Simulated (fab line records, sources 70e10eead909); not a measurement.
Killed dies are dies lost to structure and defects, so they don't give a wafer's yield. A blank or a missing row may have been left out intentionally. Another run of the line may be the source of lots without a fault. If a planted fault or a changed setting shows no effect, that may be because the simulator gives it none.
fab line records -- flow nand-harc
record lots=10, wafers=30, last-day=32
route steps=1302 shown A_WL_FILL@952 THIN_TSV@1267 END@1301
lots with no fault: from the same line, run without faults
start-h: hours from the record's opening day to when the first of the lot's shown wafers began -- wait-h: hours elapsed since this lot's preceding step -- " repeats the value in the row above -- L1.1+2: a single row standing in for several wafers -- - either no value or no given start -- * or withheld: withheld -- < > ~ a bound
route shown NAME@n: NAME is a module with steps in the file, n the number in the route of the first one -- usual: average and standard deviation across the fault-free wafers -- same: alike in all rows -- chamber/n: place in a boat -- sites: readings site by site -- _std_site: the values' standard deviation -- _edge_site: the outer-site mean with the inner-site mean subtracted -- radius-mm: how far each site lies from the wafer's centre -- mask NAME#n: copy n -- behind: the tool/chamber that last shaped the wafer -- hold: cause of the lot's hold/its duration in hours/its outcome -- device: names the non-switching transistor (n, p or np) -- end of line: at the end of the route, the tests of the same wafers -- where a step has no rows: the recipe by itself -- killed: count of dies lost to structure and defects at first sort (not the wafer's yield) -- map: the dies of a wafer, with x for killed, . for not killed, _ for no die there
set.NAME: the setting as run; set.NAME@STEP: as run at that earlier step -- model.NAME: the simulator's own value behind a step, which no gauge read
one table for each step of the route and one row for each wafer, over a sample of lots
services: when a tool's chamber went out of use (start-h, in hours from the record's first day, below 0 if earlier), for how many hours, and the reason
## steps
# step NHARC_A_WL_FILL_ALD_00
# recipe target-thk-a=30, pulse-time-s=3, ald-cycles=30, temp-c=300, material=Al2O3
# usual heater-power-w=492/38, precursor-pulse-height-rel=0.998/0.02
lot.wafer,tool,chamber,start-h,wait-h,heater-power-w,precursor-pulse-height-rel
L837.2,ald-hk-03,1,467.05,0.1,513,0.946
L837.1,ald-hk-03,2,467.05,0.1,487,1.019
L837.6,ald-hk-03,1,467.05,0.1,509,1.030
L840.2,ald-hk-01,2,486.95,0.1,517,0.999
L840.4,ald-hk-01,0,486.95,0.1,452,0.993
L840.5,ald-hk-01,3,486.95,0.1,518,1.026
L841.2,ald-hk-01,2,493.24,2.0,520,0.997
L841.1,ald-hk-01,3,493.24,2.0,545,0.972
L841.6,ald-hk-01,2,493.24,2.0,510,0.992
L842.4,ald-hk-01,1,518.62,0.1,494,1.026
L842.2,ald-hk-01,2,518.62,0.1,504,1.018
L842.5,ald-hk-01,1,518.62,0.1,486,0.984
L843.1,ald-hk-04,1,534.41,0.1,430,1.005
L843.2,ald-hk-04,2,534.41,0.1,484,1.004
L843.6,ald-hk-04,2,534.41,0.1,495,1.024
L853.4,ald-hk-01,3,620.00,0.1,537,1.003
L853.2,ald-hk-01,0,620.00,0.1,475,1.025
L853.5,ald-hk-01,3,620.00,0.1,516,1.013
L855.4,ald-hk-01,1,644.68,0.1,488,1.008
L855.2,ald-hk-01,2,644.68,0.1,512,1.006
L855.6,ald-hk-01,3,644.68,0.1,534,1.028
L857.2,ald-hk-03,1,662.21,0.2,557,1.009
L857.1,ald-hk-03,2,662.21,0.2,502,1.004
L857.3,ald-hk-03,3,662.21,0.2,559,1.017
L860.1,ald-hk-04,1,671.35,0.1,409,0.992
L860.3,ald-hk-04,2,671.35,0.1,452,0.977
L860.5,ald-hk-04,3,671.35,0.1,458,1.003
L859.1,ald-hk-01,3,676.01,0.1,475,1.003
L859.4,ald-hk-01,0,676.01,0.1,455,1.003
L859.6,ald-hk-01,3,676.01,0.1,508,1.035
# step NHARC_THIN_TSV_DEP_47
# recipe target-thk-a=2000, temp-c=withheld, pressure-torr=6.5, rf-w=900, teos-flow-sccm=161.4, flow-sccm=2650, target-thk-nm=200, gas=O2, material=SiO2
# usual throttle-valve-pct=16.2/0.58
lot.wafer,tool,chamber,start-h,wait-h,throttle-valve-pct
L837.1,pecvd-04,2,550.72,-,15.7
L837.2,pecvd-04,0,550.72,-,16.1
L837.6,pecvd-04,2,550.72,-,15.7
L841.1,pecvd-02,1,572.37,-,14.9
L841.2,pecvd-02,2,572.37,-,16.6
L841.6,pecvd-02,2,572.37,-,16.4
L840.2,pecvd-02,0,573.04,-,17.2
L840.4,pecvd-02,1,573.04,-,14.8
L840.5,pecvd-02,2,573.04,-,16.7
L842.2,pecvd-04,0,601.47,-,16.5
L842.5,pecvd-04,2,601.47,-,16.1
L842.4,pecvd-04,0,601.47,-,16.3
L843.1,pecvd-04,1,626.24,-,16.5
L843.2,pecvd-04,2,626.24,-,16.1
L843.6,pecvd-04,1,626.24,-,16.6
L853.2,pecvd-01,2,701.65,-,16.7
L853.4,pecvd-01,2,701.65,-,16.5
L853.5,pecvd-01,0,701.65,-,15.6
L855.2,pecvd-02,0,727.53,-,16.6
L855.6,pecvd-02,0,727.53,-,16.5
L855.4,pecvd-02,1,727.53,-,15.4
L857.3,pecvd-01,2,749.56,-,16.4
L857.2,pecvd-01,0,749.56,-,16.0
L857.1,pecvd-01,1,749.56,-,15.7
L860.3,pecvd-02,1,758.23,-,15.2
L860.1,pecvd-02,2,758.23,-,16.7
L860.5,pecvd-02,2,758.23,-,16.7
L859.1,pecvd-04,1,759.58,-,16.3
L859.6,pecvd-04,2,759.58,-,15.9
L859.4,pecvd-04,0,759.58,-,16.7
# step NHARC_THIN_TSV_ETCH_59
# recipe target-depth-a=8800, icp-w=900, bias-w=100, Cl2_flow_sccm=60, bcl3-flow-sccm=30, time-s=138.1, chemistry=Cl2/BCl3
# usual bias-w=100.01/0.29, drypump-motor-current-A=5.7/0.59, oes-product-au=0.998/0.01, throttle-valve-pct=22.263/0.0088
# same time-s=138.1
lot.wafer,tool,chamber,start-h,wait-h,bias-w,drypump-motor-current-A,oes-product-au,rf-hours-counter-h,throttle-valve-pct
L837.2,rie-metal-01,1,555.02,0.1,99.80,6.0,1.002,2.8,22.259
L837.1,rie-metal-01,0,555.02,0.1,100.01,5.6,1.006,2.8,22.249
L837.6,rie-metal-01,1,555.02,0.1,99.71,6.0,1.010,-,22.261
L841.2,rie-metal-03,1,576.70,0.1,100.00,6.3,0.989,0.8,22.274
L841.1,rie-metal-03,0,576.70,0.1,100.13,4.8,1.016,0.8,22.247
L841.6,rie-metal-03,0,576.70,0.1,100.78,4.8,1.005,-,22.270
L840.2,rie-metal-02,0,577.25,0.1,100.13,5.9,1.002,2.4,22.250
L840.4,rie-metal-02,1,577.25,0.1,99.90,5.9,0.985,-,22.254
L840.5,rie-metal-02,1,577.25,0.1,100.34,5.9,0.979,-,22.270
L842.2,rie-metal-03,0,605.83,0.2,100.16,4.8,1.024,1.3,22.277
L842.4,rie-metal-03,1,605.83,0.2,100.12,6.3,1.015,-,22.268
L842.5,rie-metal-03,1,605.83,0.2,99.99,6.3,1.017,-,22.268
L843.1,rie-metal-02,1,630.52,0.1,100.13,5.9,0.979,3.4,22.262
L843.2,rie-metal-02,0,630.52,0.1,99.90,6.0,0.995,3.4,22.271
L843.6,rie-metal-02,1,630.52,0.1,100.19,5.9,0.988,-,22.273
L853.2,rie-metal-01,0,706.07,0.2,99.91,5.6,0.995,-,22.258
L853.4,rie-metal-01,0,706.07,0.2,99.54,5.6,0.994,-,22.263
L853.5,rie-metal-01,0,706.07,0.2,99.43,5.6,0.993,-,22.241
L855.2,rie-metal-03,0,731.80,0.1,100.34,4.8,1.012,0.7,22.264
L855.4,rie-metal-03,0,731.80,0.1,99.99,4.8,1.011,-,22.260
L855.6,rie-metal-03,0,731.80,0.1,99.79,4.8,1.010,-,22.265
L857.1,rie-metal-02,1,753.93,0.1,99.51,5.9,0.999,1.3,22.264
L857.2,rie-metal-02,0,753.93,0.1,100.32,6.0,0.991,1.3,22.261
L857.3,rie-metal-02,0,753.93,0.1,100.36,6.0,0.994,-,22.261
L860.1,rie-metal-02,0,762.64,0.1,100.34,6.0,0.997,1.5,22.268
L860.3,rie-metal-02,1,762.64,0.1,99.94,5.9,0.985,-,22.270
L860.5,rie-metal-02,1,762.64,0.1,100.40,5.9,0.990,-,22.272
L859.1,rie-metal-01,1,763.81,0.1,99.96,6.0,0.989,0.1,22.275
L859.4,rie-metal-01,1,763.81,0.1,99.51,6.0,0.983,-,22.278
L859.6,rie-metal-01,0,763.81,0.1,99.83,5.6,0.990,-,22.276
# step NHARC_END_WLT_00
# usual VT_DECK1_BOTTOM=0.867/0.009, VT_DECK1_BOTTOM_INNER=0.866/0.0089, VT_DECK1_MEDIAN_NEAR_BOTTOM=0.868/0.0088, VT_DECK1_MEDIAN_NEAR_BOTTOM_INNER=0.868/0.009, VT_DECK1_MIDDLE=0.880/0.0078, VT_DECK1_MIDDLE_INNER=0.880/0.0086, VT_DECK1_TOP=0.893/0.008, VT_DECK1_TOP_INNER=0.892/0.0081, VT_DECK2_BOTTOM=0.867/0.0081, VT_DECK2_BOTTOM_INNER=0.867/0.0084, VT_DECK2_MEDIAN_NEAR_BOTTOM=0.868/0.008, VT_DECK2_MEDIAN_NEAR_BOTTOM_INNER=0.868/0.0083, VT_DECK2_MIDDLE=0.881/0.0072, VT_DECK2_MIDDLE_INNER=0.881/0.0084, VT_DECK2_TOP=0.893/0.0079, VT_DECK2_TOP_INNER=0.893/0.0076
lot.wafer,tool,chamber,start-h,wait-h,VT_DECK1_BOTTOM,VT_DECK1_BOTTOM_INNER,VT_DECK1_MEDIAN_NEAR_BOTTOM,VT_DECK1_MEDIAN_NEAR_BOTTOM_INNER,VT_DECK1_MIDDLE,VT_DECK1_MIDDLE_INNER,VT_DECK1_TOP,VT_DECK1_TOP_INNER,VT_DECK2_BOTTOM,VT_DECK2_BOTTOM_INNER,VT_DECK2_MEDIAN_NEAR_BOTTOM,VT_DECK2_MEDIAN_NEAR_BOTTOM_INNER,VT_DECK2_MIDDLE,VT_DECK2_MIDDLE_INNER,VT_DECK2_TOP,VT_DECK2_TOP_INNER
L837.1,prober-01,-,563.06,2.2,0.873,0.873,0.877,0.876,0.887,0.893,0.897,0.903,0.861,0.851,0.860,0.856,0.862,0.867,0.881,0.887
L837.2,prober-01,-,563.06,2.2,0.880,0.878,0.874,0.876,0.888,0.890,0.898,0.898,0.859,0.867,0.864,0.863,0.877,0.870,0.888,0.889
L837.6,prober-01,-,565.58,4.7,0.877,0.872,0.870,0.885,0.887,0.892,0.909,0.892,0.867,0.870,0.872,0.866,0.875,0.869,0.882,0.883
L840.2,prober-02,-,585.66,2.7,0.866,0.869,0.867,0.872,0.879,0.887,0.898,0.903,0.858,0.852,0.859,0.859,0.871,0.878,0.885,0.885
L840.4,prober-02,-,586.66,3.7,0.867,0.856,0.864,0.856,0.874,0.884,0.898,0.902,0.867,0.863,0.866,0.868,0.880,0.873,0.886,0.882
L840.5,prober-02,-,586.66,3.7,0.862,0.864,0.866,0.866,0.881,0.884,0.891,0.902,0.864,0.862,0.862,0.864,0.874,0.871,0.881,0.880
L841.1,prober-01,-,590.77,7.8,0.874,0.870,0.872,0.877,0.885,0.880,0.896,0.893,0.856,0.853,0.851,0.856,0.878,0.864,0.881,0.876
L841.2,prober-01,-,590.77,7.8,0.864,0.864,0.855,0.873,0.874,0.875,0.892,0.891,0.861,0.859,0.862,0.863,0.874,0.869,0.884,0.885
L841.6,prober-01,-,593.26,10.3,0.861,0.860,0.862,0.862,0.878,0.885,0.896,0.895,0.846,0.847,0.850,0.847,0.869,0.861,0.885,0.878
L842.2,prober-02,-,612.12,0.6,0.862,0.859,0.863,0.870,0.870,0.872,0.887,0.881,0.859,0.863,0.861,0.857,0.869,0.877,0.889,0.892
L842.4,prober-02,-,612.12,0.6,0.856,0.861,0.856,0.865,0.869,0.873,0.888,0.886,0.860,0.853,0.862,0.854,0.879,0.876,0.897,0.892
L842.5,prober-02,-,612.12,0.6,0.866,0.871,0.873,0.870,0.882,0.881,0.887,0.886,0.866,0.867,0.868,0.861,0.874,0.885,0.896,0.902
L843.1,prober-02,-,642.82,7.9,0.874,0.888,0.884,0.879,0.897,0.891,0.902,0.898,0.868,0.866,0.867,0.871,0.874,0.873,0.879,0.891
L843.2,prober-02,-,642.82,7.9,0.892,0.885,0.886,0.883,0.889,0.896,0.904,0.912,0.862,0.866,0.865,0.862,0.873,0.874,0.885,0.888
L843.6,prober-02,-,645.29,10.3,0.869,0.874,0.879,0.881,0.895,0.894,0.909,0.906,0.862,0.869,0.854,0.865,0.879,0.879,0.889,0.886
L853.2,prober-02,-,712.86,0.6,0.855,0.850,0.851,0.861,0.875,0.875,0.889,0.880,0.865,0.869,0.870,0.875,0.877,0.889,0.896,0.903
L853.4,prober-02,-,713.88,1.6,0.859,0.857,0.858,0.852,0.865,0.869,0.885,0.884,0.874,0.869,0.882,0.879,0.892,0.887,0.900,0.897
L853.5,prober-02,-,713.88,1.6,0.857,0.865,0.861,0.859,0.879,0.868,0.885,0.887,0.870,0.872,0.868,0.876,0.882,0.884,0.896,0.890
L855.2,prober-01,-,740.46,0.5,0.865,0.860,0.862,0.867,0.873,0.879,0.901,0.885,0.868,0.877,0.867,0.874,0.890,0.888,0.911,0.894
L855.4,prober-01,-,740.46,0.5,0.867,0.862,0.860,0.871,0.876,0.877,0.887,0.885,0.866,0.867,0.867,0.874,0.880,0.880,0.896,0.894
L855.6,prober-01,-,740.46,0.5,0.863,0.854,0.861,0.860,0.870,0.867,0.887,0.881,0.877,0.884,0.870,0.880,0.879,0.879,0.898,0.899
L857.1,prober-02,-,762.00,2.3,0.868,0.863,0.868,0.863,0.879,0.879,0.887,0.882,0.868,0.869,0.868,0.860,0.875,0.882,0.891,0.889
L857.2,prober-02,-,762.00,2.3,0.857,0.864,0.850,0.855,0.874,0.878,0.886,0.894,0.859,0.855,0.867,0.855,0.882,0.871,0.893,0.899
L857.3,prober-02,-,762.00,2.3,0.873,0.862,0.871,0.874,0.869,0.882,0.895,0.892,0.857,0.862,0.863,0.855,0.881,0.877,0.894,0.891
L859.1,prober-01,-,768.51,0.0,0.871,0.869,0.865,0.872,0.877,0.883,0.903,0.896,0.868,0.873,0.872,0.886,0.898,0.891,0.898,0.896
L859.4,prober-01,-,770.00,1.5,0.858,0.865,0.875,0.869,0.885,0.882,0.901,0.899,0.873,0.875,0.873,0.871,0.888,0.888,0.906,0.900
L859.6,prober-01,-,771.00,2.5,0.872,0.870,0.871,0.872,0.888,0.894,0.897,0.895,0.870,0.871,0.874,0.871,0.888,0.886,0.904,0.895
L860.1,prober-02,-,769.80,1.3,0.858,0.863,0.865,0.868,0.878,0.878,0.885,0.889,0.875,0.877,0.883,0.880,0.892,0.891,0.909,0.905
L860.3,prober-02,-,770.81,2.3,0.871,0.866,0.872,0.874,0.879,0.872,0.888,0.894,0.887,0.883,0.888,0.888,0.887,0.891,0.900,0.905
L860.5,prober-02,-,771.82,3.3,0.868,0.871,0.870,0.866,0.887,0.878,0.896,0.893,0.889,0.876,0.892,0.888,0.896,0.903,0.909,0.903
# step NHARC_END_SORT_01
# recipe temp-c=25
# usual killed-at-array=56/19, killed-at-other=0.6/1, killed-at-periphery=3.9/2.7, killed-dies=61/19, killed-open=3.3/1.9, killed-short=2.4/1.7
# same gross-dies=677
lot.wafer,tool,chamber,start-h,wait-h,killed-at-array,killed-at-other,killed-at-periphery,killed-dies,killed-open,killed-short
L842.2,prober-02,0,615.41,2.8,177,0,7,184,2,2
L842.4,prober-02,0,617.05,3.4,56,1,7,64,9,1
L842.5,prober-02,0,617.87,3.8,63,2,6,71,9,5
L853.2,prober-02,0,716.21,2.8,85,0,4,89,1,3
L853.4,prober-02,0,717.82,3.4,89,1,7,97,2,3
L853.5,prober-02,0,718.62,3.7,78,0,4,82,3,4
L855.2,prober-01,0,743.73,2.8,62,1,8,71,5,3
L855.4,prober-01,0,745.31,3.4,49,1,4,54,2,3
L855.6,prober-01,0,746.90,4.0,46,0,5,51,5,0
# killed by level:class
L842.2 A_WL_FILL:unspecified=108 A_SLIT:chamber-film-flake=35 A_CHANNEL_HOLE_D2:chamber-film-flake=10 A_STAIRCASE:chamber-film-flake=10 A_CHANNEL_HOLE_D1:chamber-film-flake=4 P_STI:chamber-film-flake=3 P_ZERO_WELL:chamber-film-flake=2 P_M2:chamber-film-flake=2
L842.4 A_SLIT:chamber-film-flake=27 A_CONTACT:chamber-film-flake=7 A_CHANNEL_HOLE_D2:chamber-film-flake=5 P_ZERO_WELL:chamber-film-flake=4 A_STAIRCASE:chamber-film-flake=4 P_CONTACT:geometric-particle:open=2 A_SGD_CUT:geometric-particle:open=2 A_CHANNEL_HOLE_D1:chamber-film-flake=2
L842.5 A_SLIT:chamber-film-flake=24 A_CHANNEL_HOLE_D2:chamber-film-flake=10 A_STAIRCASE:chamber-film-flake=7 A_CHANNEL_HOLE_D1:chamber-film-flake=5 A_WL_FILL:geometric-particle:short=4 A_M0:geometric-particle:open=4 A_WL_FILL:chamber-film-flake=3 A_CONTACT:chamber-film-flake=2
L853.2 A_SLIT:chamber-film-flake=31 A_CHANNEL_HOLE_D1:chamber-film-flake=29 A_CHANNEL_HOLE_D2:chamber-film-flake=15 A_WL_FILL:chamber-film-flake=3 P_M2:chamber-film-flake=2 A_STAIRCASE:chamber-film-flake=2 A_CHANNEL_HOLE_D1:geometric-particle:short=1 A_CHANNEL_FILL_D1:geometric-particle:short=1
L853.4 A_CHANNEL_HOLE_D1:chamber-film-flake=38 A_SLIT:chamber-film-flake=23 A_CHANNEL_HOLE_D2:chamber-film-flake=20 P_STI:chamber-film-flake=2 P_CONTACT:chamber-film-flake=2 A_CONTACT:chamber-film-flake=2 P_GATE:geometric-particle:short=1 P_CONTACT:geometric-particle:open=1
L853.5 A_CHANNEL_HOLE_D1:chamber-film-flake=28 A_SLIT:chamber-film-flake=25 A_CHANNEL_HOLE_D2:chamber-film-flake=11 A_STAIRCASE:chamber-film-flake=6 A_ONON_D1:geometric-particle:open=2 A_CHANNEL_FILL_D2:geometric-particle:short=2 P_M2:chamber-film-flake=2 A_ONON_D1:geometric-particle:short=1
L855.2 A_SLIT:chamber-film-flake=29 A_CHANNEL_HOLE_D1:chamber-film-flake=10 A_SGD_CUT:chamber-film-flake=10 P_M1:chamber-film-flake=3 A_CONTACT:chamber-film-flake=3 A_SGD_CUT:geometric-particle:short=2 P_ZERO_WELL:chamber-film-flake=2 A_WL_FILL:chamber-film-flake=2
L855.4 A_SLIT:chamber-film-flake=18 A_CHANNEL_HOLE_D1:chamber-film-flake=9 A_SGD_CUT:chamber-film-flake=9 A_CONTACT:chamber-film-flake=4 A_STAIRCASE:chamber-film-flake=3 A_DECK1_JOINT:geometric-particle:short=2 P_ZERO_WELL:chamber-film-flake=2 A_WL_FILL:chamber-film-flake=2
L855.6 A_SLIT:chamber-film-flake=27 A_SGD_CUT:chamber-film-flake=6 A_CONTACT:chamber-film-flake=4 A_CHANNEL_HOLE_D1:chamber-film-flake=3 A_ONON_D1:geometric-particle:open=2 P_M1:chamber-film-flake=2 A_STAIRCASE:chamber-film-flake=2 P_M2:geometric-particle:open=1
## services
tool,chamber,start-h,hours,kind
pecvd-04,-,450.04,13.0,pm
rie-metal-02,-,454.00,9.0,pm
ald-hk-01,-,475.46,10.0,pm
pecvd-01,-,491.97,0.3,repair
rie-metal-03,-,519.00,9.0,pm
ald-hk-03,-,568.97,10.0,pm
rie-metal-01,-,575.00,9.0,pm
pecvd-01,0,580.86,3.9,repair
pecvd-02,2,585.28,3.6,repair
pecvd-02,-,589.30,13.0,pm
pecvd-01,2,597.73,6.6,repair
rie-metal-01,1,600.90,152.8,repair
ald-hk-01,-,610.02,1.2,repair
ald-hk-04,-,611.54,10.0,pm
rie-metal-03,1,616.77,2.0,repair
rie-metal-01,0,625.12,21.3,repair
rie-metal-02,-,631.00,9.0,pm
pecvd-04,-,631.04,13.0,pm
rie-metal-03,-,646.21,0.4,repair
rie-metal-02,-,652.64,31.6,repair
rie-metal-01,0,680.19,3.8,repair
rie-metal-03,-,696.00,9.0,pm
rie-metal-01,-,752.00,9.0,pm
pecvd-02,2,760.28,16.4,repair
## key
first-sign step=NHARC_END_SORT_01, reading=killed-dies, direction=up, sigmas=6.6, usual=61, struck=184
effect step=NHARC_END_SORT_01, reading=killed-at-array, direction=up, sigmas=6.4, usual=56, struck=177
more-kills-born-at NHARC_A_WL_FILL_ALD_00@ald-hk-01=108
met-at NHARC_A_WL_FILL_ALD_00
struck-lots L842
struck-wafers L842.2
tester-left-out L842
not-acting-at NHARC_THIN_TSV_DEP_47,NHARC_THIN_TSV_ETCH_59,NHARC_END_WLT_00
onset-between 493.24 518.62
fault kind=chamber-particle-source, tool=ald-hk-01, chamber=2, onset-h=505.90, steps=NHARC_A_WL_FILL_ALD_00, rate-per-visit-cm2=1.9284, end-h=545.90
# tester-left-out: of these lots the tester's yield and bins aren't shown, on N5 and GAA mostly nor the transistor test; their killed dies are dies lost to structure and defects alone, not to doping, threshold or leakage, so they don't give the yield
